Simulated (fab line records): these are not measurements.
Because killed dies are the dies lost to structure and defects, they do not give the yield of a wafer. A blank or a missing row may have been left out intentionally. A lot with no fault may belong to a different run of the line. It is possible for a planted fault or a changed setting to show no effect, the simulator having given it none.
Matching of chambers ; flow n5_finfet ; N5_DUMMY_GATE_ETCH_32 on rie_si-05: 4 sister chambers
The step etches SiO2 in CF4, target depth 3.5 nm, time 3.9 s. 8 wafers are shown with their chamber, then 11 later ones without.

## EACH WAFER AND ITS CHAMBER
wafer;chamber;throttle_valve_pct (%);drypump_motor_current_A (A)
L081.5;2;21.50;5.0
L082.1;3;22.33;5.0
L082.2;1;21.92;5.9
L082.4;0;21.60;4.9
L083.1;1;21.93;5.9
L083.2;2;21.51;5.1
L083.4;0;21.60;4.9
L084.1;3;22.33;5.1

## WAFERS MISSING THEIR CHAMBER
wafer;throttle_valve_pct (%);drypump_motor_current_A (A)
L084.2;21.93;5.9
L084.6;22.32;5.1
L086.1;21.93;5.9
L086.3;21.59;4.9
L086.6;21.63;4.9
L092.3;21.49;5.1
L092.4;21.92;5.9
L092.6;22.31;5.1
L095.2;21.50;5.1
L095.3;21.61;4.9
L095.4;21.91;5.9

## WHICH CHAMBER EACH WENT THROUGH
wafer;from the rows above;in truth
L084.2;1;1
L084.6;3;3
L086.1;1;1
L086.3;0;0
L086.6;0;0
L092.3;2;2
L092.4;1;1
L092.6;3;3
L095.2;2;2
L095.3;0;0
L095.4;1;1
Placed correctly: 11 of 11. From these rows, 0 cannot be placed. 0 placed wrongly.
How it was worked out, from the rows above alone: a wafer's distance from a chamber is the root of the sum, over the readings, of the square of ((its reading less the chamber's mean) divided by the reading's scatter). If the next closest chamber is less than 2 further off than the closest, the wafer can't be placed; otherwise it belongs to the closest. For every chamber, the mean is computed from those of its wafers that are shown. The scatter is the square root of a quotient: the sum, over the shown wafers, of each reading's squared deviation from its chamber's mean, divided by wafers minus chambers.
